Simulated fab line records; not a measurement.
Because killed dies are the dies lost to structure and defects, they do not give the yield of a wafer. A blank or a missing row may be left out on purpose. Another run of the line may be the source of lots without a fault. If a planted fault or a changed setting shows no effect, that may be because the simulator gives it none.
fab line records + flow n5_finfet
[record]
- lots = 4
- wafers = 12
- last_day = 17
route steps=1938 shown BEOL_M1@831 BEOL_M2@841 BEOL_M4@1111 PASSIVATION@1936
lots that met no fault: from a run of the same line without faults
start_h: start of the lot's first displayed wafer, in hours after the record's first day + wait_h: hours elapsed since this lot's preceding step + " as in the row above + L1.1+2: a single row standing in for several wafers + - no value present, or no start provided + * or withheld: withheld + < > ~ a bound
route shown NAME@n: names a module that has steps shown in the file, with the first one's number in the route + usual: mean/standard deviation taken from wafers without a fault + same: alike in all rows + chamber/n: place in a boat + sites: each site's reading + _std_site: the values' standard deviation + _edge_site: inner sites' mean taken away from outer sites' mean + radius_mm: how far each site lies from the wafer's centre + mask NAME#n: copy n + behind: the tool/chamber that last shaped the wafer + hold: why the lot was held/for how many hours/how that ended + device: whichever transistor did not switch (one of n, p or np) + end of line: the route-end tests of the same wafers + a step with no rows: only its recipe + killed: dies lost to structure and defects at the first sort, not the wafer's yield + map: per-die view of a wafer (x killed, . not killed, _ where there is no die)
set.NAME: the setting the step ran with; set.NAME@STEP: the setting that earlier step ran with + model.NAME: the simulator's own value behind a step, which no gauge read
certain route steps with their lots: each step a table, each wafer a row
services: a tool's chamber out of use, with start hour (start_h, from the record's first day; less than 0 if before it), hours out, and reason
[[steps]]
[step N5_BEOL_M1_ECD_50]
[recipe]
- material = Cu
- target_thk_a = 3000
[step N5_BEOL_M1_ANNEAL_51]
[recipe]
- temp_c = 225
- time_s = 90
- ambient = N2
[step N5_BEOL_M1_CMP_52]
[recipe]
- stop_on = SiOC
- t_overpolish_s = 6.8
- down_force_psi = 1
- platen_rpm = 50
- clearing_platen_down_force_psi = 1.5
- clearing_platen_rpm = 50
- post_cmp_clean = cu_alkaline
- target_thk_nm = 40
- clearing_platen_pad_velocity_m_s = 0.99484
- pad_velocity_m_s = 0.99484
[step N5_BEOL_M1_PRE_CLEAN_60]
[recipe]
- gas = NH3/H2
- time_s = 15
- temp_c = *
- rf_power_w = 300
[step N5_BEOL_M1_CO_CAP_55]
[recipe]
- material = Co
- target_thk_a = 20
- temp_c = 200
- precursor = CCTBA/H2
- pressure_torr = 30
- time_s = 102.1
[step N5_BEOL_M1_PRE_CLEAN_56]
[recipe]
- gas = NH3
- time_s = 15
- temp_c = withheld
- rf_power_w = 300
[step N5_BEOL_M1_DEP_57]
[recipe]
- material = SiCN
- target_thk_a = 80
- temp_c = withheld
- precursor = 3MS/NH3
- pressure_torr = 3
- rf_w = 202
- time_s = 14
[step N5_BEOL_M2_ILD_DEP_00]
[recipe]
- material = SiOC
- target_thk_a = 790
- temp_c = 350
- precursor = DEMS/O2
- pressure_torr = 5
- rf_w = 500
- time_s = 15.3
[step N5_BEOL_M2_PECVD_72]
[recipe]
- material = SiO2
- target_thk_a = 160
- temp_c = 400
- precursor = TEOS/O2
- pressure_torr = 5.5
- rf_w = 450
- teos_flow_sccm = 53.8
- gas = O2
- flow_sccm = 3000
- time_s = 18
[usual]
- heater_power_outer_w = 394/94
- heater_power_w = 675/130
- showerhead_plenum_p_Torr = 8.78/0.055
- susceptor_temp_C = 399.99/0.22
- throttle_valve_pct = 22.5/1.5
| lot.wafer | tool     | chamber | start_h | wait_h | heater_power_outer_w | heater_power_w | showerhead_plenum_p_Torr | susceptor_temp_C | throttle_valve_pct | model.SiO2_of_BEOL_M2_PECVD_72.thk_nm |
|-----------|----------|---------|---------|--------|----------------------|----------------|--------------------------|------------------|--------------------|---------------------------------------|
| L441.2    | pecvd-01 | 0       | 149.90  | 0.0    | 404                  | 695            | 8.72                     | 400.08           | 21.0               | 16.2                                  |
| L441.3    | "        | 0       | "       | "      | 389                  | 699            | 8.71                     | 400.01           | 21.1               | 16.2                                  |
| L441.6    | "        | 0       | "       | "      | 406                  | 708            | 8.70                     | 400.17           | 21.1               | 16.4                                  |
| L453.1    | pecvd-01 | 0       | 221.92  | 0.0    | 342                  | 637            | 8.72                     | 399.79           | 21.2               | 15.8                                  |
| L453.4    | "        | 2       | "       | "      | 449                  | 683            | 8.80                     | 393.43           | 20.2               | 16.8                                  |
| L453.6    | "        | 1       | "       | "      | 309                  | 551            | 8.82                     | 399.94           | 23.7               | 16.6                                  |
| L457.1    | pecvd-01 | 1       | 246.65  | 0.0    | 302                  | 551            | 8.86                     | 399.72           | 24.0               | 16.2                                  |
| L457.2    | "        | 2       | "       | "      | 425                  | 655            | 8.83                     | 393.28           | 19.9               | 16.4                                  |
| L457.5    | "        | 2       | "       | "      | 431                  | 682            | 8.84                     | 393.54           | 19.9               | 16.6                                  |
| L458.1    | pecvd-04 | 1       | 255.41  | 0.0    | 259                  | 511            | 8.78                     | 400.20           | 22.9               | 16.2                                  |
| L458.2    | "        | 2       | "       | "      | 401                  | 647            | 8.76                     | 400.13           | 19.7               | 15.8                                  |
| L458.6    | "        | 1       | "       | "      | 259                  | 529            | 8.80                     | 400.43           | 22.6               | 16.4                                  |
[step N5_BEOL_M2_HM_DEP_02]
[recipe]
- material = TiN
- target_thk_a = 200
- temp_c = 25
- chamber_pressure_pa = 0.49996
[step N5_BEOL_M2_COAT_61]
[recipe]
- resist = SOC
- temp_c = 250
- time_s = 60
- spin_rpm = 1500
- resist_thk_nm = 60
[step N5_BEOL_M2_COAT_62]
[recipe]
- resist = SiARC
- temp_c = 220
- time_s = 60
- spin_rpm = 1500
- resist_thk_nm = 12
[step N5_BEOL_M2_COAT_73]
[recipe]
- resist = underlayer
- temp_c = 205
- time_s = 60
- spin_rpm = 1500
- resist_thk_nm = 5
[step N5_BEOL_M2_COAT_05]
[recipe]
- resist = CAR-EUV
- spin_rpm = 1500
- resist_thk_nm = 30
[step N5_BEOL_M2_EBR_07]
[recipe]
- solvent = PGMEA
- ebr_width_mm = 1.5
[step N5_BEOL_M2_SOFTBAKE_06]
[recipe]
- temp_c = 110
- time_s = 60
- resist = CAR-EUV
[step N5_BEOL_M2_EXPOSE_08]
[recipe]
- mask_id = M2
- na = 0.33
- source_shape = dipole
- sigma_inner = 0.369
- sigma_outer = 0.767
- polarization = unpolarized
- dose_mj = 41.25
[step N5_BEOL_M2_PEB_09]
[recipe]
- peb_temp_c = 100
- peb_time_s = 60
- resist = CAR-EUV
[step N5_BEOL_M2_DEVELOP_10]
[recipe]
- develop_time_s = 30
- developer = TMAH
- resist = CAR-EUV
- rinse_liquid = surfactant_rinse
- dry = air_spin
- dev_temp_c = 23
[step N5_BEOL_M2_DESCUM_16]
[recipe]
- chemistry = O2
- time_s = 7
- source_power_w = 50
- bias_power_w = 20
- pressure_mtorr = 20
- rf_frequency_hz = 2.712e+07
- temp_c = 40
- resist = CAR-EUV
- o2_flow_sccm = 225
[step N5_BEOL_M2_ETCH_74]
[recipe]
- chemistry = N2/H2
- target = underlayer
- target_depth_a = 65
- mask_material = CAR-EUV
- time_s = 5.2
- ion_energy_ev = 200
- pressure_mtorr = 30
- source_w = 840
- bias_w = 150
- n2_flow_sccm = 200
- h2_flow_sccm = 200
- ends = cleared
[step N5_BEOL_M2_ETCH_63]
[recipe]
- chemistry = CF4
- target = SiARC
- target_depth_a = 156
- mask_material = CAR-EUV
- time_s = 26
- ion_energy_ev = 80
- pressure_mtorr = 40
- source_w = 545
- bias_w = 36
- Ar_flow_sccm = 100
- cf4_flow_sccm = 100
- ends = cleared
[step N5_BEOL_M2_ETCH_64]
[recipe]
- chemistry = N2/H2
- target = SOC
- target_depth_a = 750
- overetch_a = 225
- mask_material = SiARC
- temp_c = 40
- time_s = 121.9
- ion_energy_ev = 200
- pressure_mtorr = 30
- source_w = 840
- bias_w = 150
- n2_flow_sccm = 200
- h2_flow_sccm = 200
[step N5_BEOL_M2_STRIP_65]
[recipe]
- chemistry = N2/H2
- temp_c = 40
- n2_flow_sccm = 200
- h2_flow_sccm = 200
- rf_frequency_hz = 6e+07
[step N5_BEOL_M2_STRIP_75]
[recipe]
- chemistry = N2/H2
- temp_c = 40
- n2_flow_sccm = 200
- h2_flow_sccm = 200
- rf_frequency_hz = 6e+07
[step N5_BEOL_M2_STRIP_66]
[recipe]
- chemistry = CF4
- resist = SiARC
- power_w = 300
- bias_power_w = 75
- pressure_mtorr = 50
- cf4_flow_sccm = 150
- rf_frequency_hz = 6e+07
[step N5_BEOL_M2_HM_OPEN_17]
[recipe]
- chemistry = Cl2/BCl3
- target_depth_a = 200
- overetch_a = 60
- target = TiN
- mask_material = SOC
- ion_energy_ev = 150
- pressure_mtorr = 10
- icp_w = 1000
- bias_w = 126
- Cl2_flow_sccm = 53.25
- bcl3_flow_sccm = 21.75
- Ar_flow_sccm = 25
[step N5_BEOL_M2_STRIP_19]
[recipe]
- chemistry = O2
- power_w = 400
- temp_c = 40
- pressure_mtorr = 30
- rf_frequency_hz = 6e+07
- bias_power_w = 0
- overash_fraction = 0.2
- o2_flow_sccm = 225
[step N5_BEOL_M2_COAT_67]
[recipe]
- resist = SOC
- temp_c = 250
- time_s = 60
- spin_rpm = 1500
- resist_thk_nm = 60
[step N5_BEOL_M2_COAT_68]
[recipe]
- resist = SiARC
- temp_c = 220
- time_s = 60
- spin_rpm = 1500
- resist_thk_nm = 12
[step N5_BEOL_M2_COAT_76]
[recipe]
- resist = underlayer
- temp_c = 205
- time_s = 60
- spin_rpm = 1500
- resist_thk_nm = 5
[step N5_BEOL_M2_COAT_22]
[recipe]
- resist = CAR-EUV
- spin_rpm = 1500
- resist_thk_nm = 30
[step N5_BEOL_M2_EBR_24]
[recipe]
- solvent = PGMEA
- ebr_width_mm = 1.5
[step N5_BEOL_M2_SOFTBAKE_23]
[recipe]
- temp_c = 110
- time_s = 60
- resist = CAR-EUV
[step N5_BEOL_M2_HM_STRIP_39]
[recipe]
- chemistry = peroxide_tin_strip
- material = TiN
- target_depth_a = 250
- temp_c = 50
- time_s = 158
| lot.wafer | tool         | chamber | start_h | wait_h | model.SiO2_of_BEOL_M2_PECVD_72.thk_nm |
|-----------|--------------|---------|---------|--------|---------------------------------------|
| L441.2+3  | wet_bench-05 | 5,2     | 156.85  | 0.0    | 16                                    |
| L441.6    | "            | 1       | "       | "      | 16.2                                  |
| L453.1    | wet_bench-01 | 3       | 235.84  | 0.0    | 15.6                                  |
| L453.4    | "            | 6       | "       | "      | 16.6                                  |
| L453.6    | "            | 4       | "       | "      | 16.4                                  |
| L457.1    | wet_bench-06 | 1       | 254.55  | 0.0    | 16                                    |
| L457.2    | "            | 0       | "       | "      | 16.2                                  |
| L457.5    | "            | 2       | "       | "      | 16.4                                  |
| L458.1    | wet_bench-01 | 4       | 273.30  | 0.0    | 16                                    |
| L458.2    | "            | 3       | "       | "      | 15.6                                  |
| L458.6    | "            | 5       | "       | "      | 16.2                                  |
[step N5_BEOL_M4_RC_MEAS_101]
[usual]
- DIBL_N = 37.5/2.5
- DIBL_P = 38/3.1
- IOFF_N = 0.19/0.059
- IOFF_P = 0.24/0.061
- ION_N = 679/16
- ION_P = 465/9.8
- SS_N = 72.0/0.8
- SS_P = 73.7/0.86
- VT_N = 248/4.5
- VT_P = -249/3.5
| lot.wafer | tool      | chamber | start_h | wait_h | DIBL_N[mV/V] | DIBL_P[mV/V] | IOFF_N[nA/um] | IOFF_P[nA/um] | ION_N[uA/um] | ION_P[uA/um] | SS_N[mV/dec] | SS_P[mV/dec] | VT_N[mV] | VT_P[mV] |
|-----------|-----------|---------|---------|--------|--------------|--------------|---------------|---------------|--------------|--------------|--------------|--------------|----------|----------|
| L441.2    | prober-01 | 0       | 188.58  | 0.2    | 35.6         | 37           | 0.16          | 0.24          | 680          | 472          | 71.6         | 73.0         | 248      | -247     |
| L441.3    | "         | 0       | "       | "      | 37.6         | 37           | 0.17          | 0.23          | 657          | 454          | 72.6         | 73.4         | 249      | -249     |
| L441.6    | "         | 0       | "       | "      | 37.2         | 37           | 0.17          | 0.22          | 674          | 462          | 71.5         | 73.2         | 253      | -253     |
| L453.1    | prober-01 | 0       | 258.07  | 0.0    | 35.2         | 38           | 0.15          | 0.23          | 654          | 453          | 71.0         | 72.2         | 251      | -247     |
| L453.4    | "         | 0       | "       | "      | 35.1         | 36           | 0.16          | 0.20          | 672          | 458          | 71.7         | 73.9         | 248      | -250     |
| L453.6    | "         | 0       | "       | "      | 37.7         | 40           | 0.23          | 0.27          | 679          | 459          | 72.7         | 74.4         | 244      | -248     |
| L457.1    | prober-02 | 0       | 287.84  | 0.0    | 35.9         | 35           | 0.16          | 0.20          | 680          | 467          | 71.3         | 72.4         | 251      | -252     |
| L457.2    | "         | 0       | "       | "      | 39.5         | 39           | 0.25          | 0.27          | 697          | 469          | 72.4         | 74.1         | 241      | -250     |
| L457.5    | "         | 0       | "       | "      | 37.6         | 37           | 0.19          | 0.24          | 690          | 466          | 71.6         | 73.2         | 246      | -247     |
| L458.1    | prober-02 | 0       | 310.35  | 0.0    | 36.5         | 34           | 0.15          | 0.19          | 672          | 461          | 71.7         | 72.9         | 251      | -251     |
| L458.2    | "         | 0       | "       | "      | 43.6         | 43           | 0.33          | 0.36          | 698          | 479          | 73.5         | 75.8         | 240      | -243     |
| L458.6    | "         | 0       | "       | "      | 39.7         | 38           | 0.20          | 0.24          | 671          | 458          | 72.5         | 73.3         | 247      | -248     |
[step N5_PASSIVATION_PROBE_49]
[usual]
- defect_limited_yield = 91.0/1.4
- killed_at_M0_to_M3 = 35/10
- killed_at_M4_up = 14/5.5
- killed_at_contacts = 13/5.6
- killed_at_front_end = 41/11
- killed_at_other = 4/3.4
- killed_dies = 106/16
- killed_on_rim = 13/4
- killed_open = 68/12
- killed_short = 35/7.3
- sort_bin_4_leakage = 0.3/2.1
- sort_bin_5_function = 5.3/0.89
- sort_bin_6_memory = 3.4/0.67
- sort_n_pass = 1070/28
- sort_yield_pct = 90.7/2.4
[same]
- gross_dies = 1180
- killed_at_back_side = 0
- sort_bin_8_speed[%] = 0
| lot.wafer | tool      | chamber | start_h | wait_h | defect_limited_yield[%] | killed_at_M0_to_M3 | killed_at_M4_up | killed_at_contacts | killed_at_front_end | killed_at_other | killed_dies | killed_on_rim | killed_open | killed_short | sort_bin_4_leakage[%] | sort_bin_5_function[%] | sort_bin_6_memory[%] | sort_n_pass | sort_yield_pct[%] |
|-----------|-----------|---------|---------|--------|-------------------------|--------------------|-----------------|--------------------|---------------------|-----------------|-------------|---------------|-------------|--------------|-----------------------|------------------------|----------------------|-------------|-------------------|
| L453.1    | prober-01 | -       | 374.50  | 0.0    | 90.7                    | 34                 | 10              | 22                 | 36                  | 8               | 110         | 11            | 64          | 43           | 0                     | 4.9                    | 3.9                  | 1070        | 90.7              |
| L453.4    | prober-01 | -       | 374.65  | 0.2    | 92.3                    | 20                 | 12              | 14                 | 42                  | 3               | 91          | 16            | 57          | 32           | 0                     | 4.5                    | 3.0                  | 1089        | 92.3              |
// killed by level:class
L453.1 MOL_CONTACT_COAG:geometric_particle:open=17 STI_FIN_REVEAL:geometric_particle:open=8 BEOL_M3:geometric_particle:open=8 BEOL_M0_SAQP:geometric_particle:open=8 BEOL_M0_SAQP:geometric_particle:short=8 GATE_CUT:geometric_particle:short=6 STARTING-WAFER:geometric_particle:short=6 MOL_CONTACT_COAG:geometric_particle:short=5
L453.4 FIN_SAQP:geometric_particle:short=10 FIN_SAQP:geometric_particle:open=9 STI_FIN_REVEAL:geometric_particle:open=8 MOL_CONTACT_COAG:geometric_particle:open=7 MOL_CONTACT_COAG:geometric_particle:short=6 BEOL_M3:geometric_particle:open=6 BEOL_M0_SAQP:geometric_particle:short=5 BEOL_M4:geometric_particle:open=4
[[services]]
| tool     | chamber | start_h | hours | kind                          |
|----------|---------|---------|-------|-------------------------------|
| pecvd-01 | 0       | 127.62  | 5.5   | scheduled_down                |
| pecvd-01 | 2       | 146.37  | 5.5   | scheduled_down                |
| pecvd-01 | 0       | 168.30  | 5.9   | repair                        |
| pecvd-04 | 1       | 178.07  | 2.1   | scheduled_down                |
| pecvd-04 | 2       | 204.83  | 2.1   | scheduled_down                |
| pecvd-04 | 2       | 206.96  | -     | clean                         |
| pecvd-04 | 2       | 206.96  | -     | consumable_replace:showerhead |
| pecvd-04 | 2       | 206.96  | 29.0  | scheduled_down                |
| pecvd-04 | 2       | 206.96  | 29.0  | vent_cycle                    |
| pecvd-01 | 0       | 239.22  | 2.1   | scheduled_down                |
| pecvd-01 | 1       | 260.84  | 2.1   | scheduled_down                |
[[key]]
[first_sign]
- step = N5_BEOL_M2_PECVD_72
- reading = susceptor_temp_C
- direction = down
- sigmas = 30
- usual = *
- struck = *
effect none on later readings
[model_effect]
- step = N5_BEOL_M2_PECVD_72
- value = SiO2_of_BEOL_M2_PECVD_72.thk_nm
- without = 16
- struck = 16.6
[model_effect]
- step = N5_BEOL_M2_HM_STRIP_39
- value = SiO2_of_BEOL_M2_PECVD_72.thk_nm
- without = 15.8
- struck = 16.4
met_at N5_BEOL_M2_PECVD_72
struck_wafers L453.4,L457.2,L457.5
[fault]
- kind = process_parameter_drift
- tool = pecvd-01
- chamber = 2
- onset_h = 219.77
- steps = N5_BEOL_M2_PECVD_72
- channel = temp_c
- offset = *
- shape = step
- end_h = 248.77
- acts_in = *
- stated = *
